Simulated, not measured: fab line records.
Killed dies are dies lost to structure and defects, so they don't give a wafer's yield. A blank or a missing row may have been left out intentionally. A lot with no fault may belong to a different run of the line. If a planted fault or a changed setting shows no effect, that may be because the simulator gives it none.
Chamber matching | flow n5-finfet | N5_BEOL_M0_CUTY_ETCH_63 on rie-diel-06: 4 sister chambers
The step etches SOC in N2/H2, target depth 82.7 nm, overetch 16.5 nm, time 124 s. 8 wafers are shown with their chamber, then 7 later ones without.

WAFERS, EACH WITH ITS CHAMBER
wafer  | chamber | showerhead-plenum-p-Torr (Torr) | rf-vpp-V (V)
L079.6 | 1       | 2.65                            | 526.9
L080.1 | 3       | 2.45                            | 521.7
L080.3 | 1       | 2.65                            | 526.8
L084.1 | 2       | 2.69                            | 527.3
L084.2 | 3       | 2.45                            | 521.8
L084.4 | 0       | 2.61                            | 524.9
L091.1 | 0       | 2.60                            | 525.3
L091.3 | 2       | 2.68                            | 526.0

WAFERS MISSING THEIR CHAMBER
wafer  | showerhead-plenum-p-Torr (Torr) | rf-vpp-V (V)
L091.5 | 2.60                            | 524.3
L093.2 | 2.64                            | 526.8
L093.4 | 2.44                            | 520.2
L093.6 | 2.64                            | 524.8
L094.1 | 2.64                            | 527.5
L094.5 | 2.60                            | 524.4
L094.6 | 2.64                            | 524.8

WHICH CHAMBER EACH WENT THROUGH
wafer  | from the rows above | in truth
L091.5 | 0                   | 0
L093.2 | 1                   | 1
L093.4 | 3                   | 3
L093.6 | 1                   | 1
L094.1 | 1                   | 1
L094.5 | 0                   | 0
L094.6 | 1                   | 1
7 of 7 placed correctly. Number that these rows cannot place: 0. Wrongly placed: 0.
How it was worked out, from the rows above alone: a wafer's distance from a chamber is the root of the sum, over the readings, of the square of ((its reading less the chamber's mean) divided by the reading's scatter). The wafer belongs to the nearest chamber; if the next one is less than 2 further off, it can't be placed. A chamber's mean is the mean of its shown wafers. The scatter: the root of (the sum of the squares of (reading less its chamber's mean) over the shown wafers, divided by (wafers less chambers)).
